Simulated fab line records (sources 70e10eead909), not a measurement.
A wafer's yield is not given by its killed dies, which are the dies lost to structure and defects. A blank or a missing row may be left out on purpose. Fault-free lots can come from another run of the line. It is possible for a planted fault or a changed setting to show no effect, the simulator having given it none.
Matching of chambers :: flow nandHarc :: rieDiel-02 running NHARC_A_STAIRCASE_ETCH_271: 4 sister chambers
The step etches the open film in CF4/CHF3. 4 wafers are shown with their chamber, then 7 later ones without.

EACH WAFER AND ITS CHAMBER
wafer: L083.1
chamber: 2
showerheadPlenumPTorr (Torr): 1.47

wafer: L083.3
chamber: 3
showerheadPlenumPTorr (Torr): 1.68

wafer: L091.2
chamber: 0
showerheadPlenumPTorr (Torr): 1.48

wafer: L091.5
chamber: 1
showerheadPlenumPTorr (Torr): 1.52

WAFERS MISSING THEIR CHAMBER
wafer: L091.6
showerheadPlenumPTorr (Torr): 1.46

wafer: L096.3
showerheadPlenumPTorr (Torr): 1.70

wafer: L096.4
showerheadPlenumPTorr (Torr): 1.67

wafer: L096.5
showerheadPlenumPTorr (Torr): 1.52

wafer: L097.1
showerheadPlenumPTorr (Torr): 1.67

wafer: L097.5
showerheadPlenumPTorr (Torr): 1.47

wafer: L097.6
showerheadPlenumPTorr (Torr): 1.67

THE CHAMBER EACH PASSED THROUGH
wafer: L091.6
from the rows above: can't be placed: 2 or 0
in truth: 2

wafer: L096.3
from the rows above: 3
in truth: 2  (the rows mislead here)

wafer: L096.4
from the rows above: 3
in truth: 3

wafer: L096.5
from the rows above: 1
in truth: 1

wafer: L097.1
from the rows above: 3
in truth: 3

wafer: L097.5
from the rows above: can't be placed: 2 or 0
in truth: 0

wafer: L097.6
from the rows above: 3
in truth: 3
4 of 7 placed correctly. Not placeable from these rows: 2 (in 2, the candidates include the true chamber). Wrongly placed: 1.
How it was worked out, from the rows above alone: a wafer's distance from a chamber is the root of the sum, over the readings, of the square of ((its reading less the chamber's mean) divided by the reading's scatter). The wafer belongs to the nearest chamber; if the next one is less than 2 further off, it can't be placed. Each chamber's mean is taken over the wafers shown for it. The scatter: root of mean squared gap, hidden wafer to nearest shown wafer, with one shown wafer a chamber.
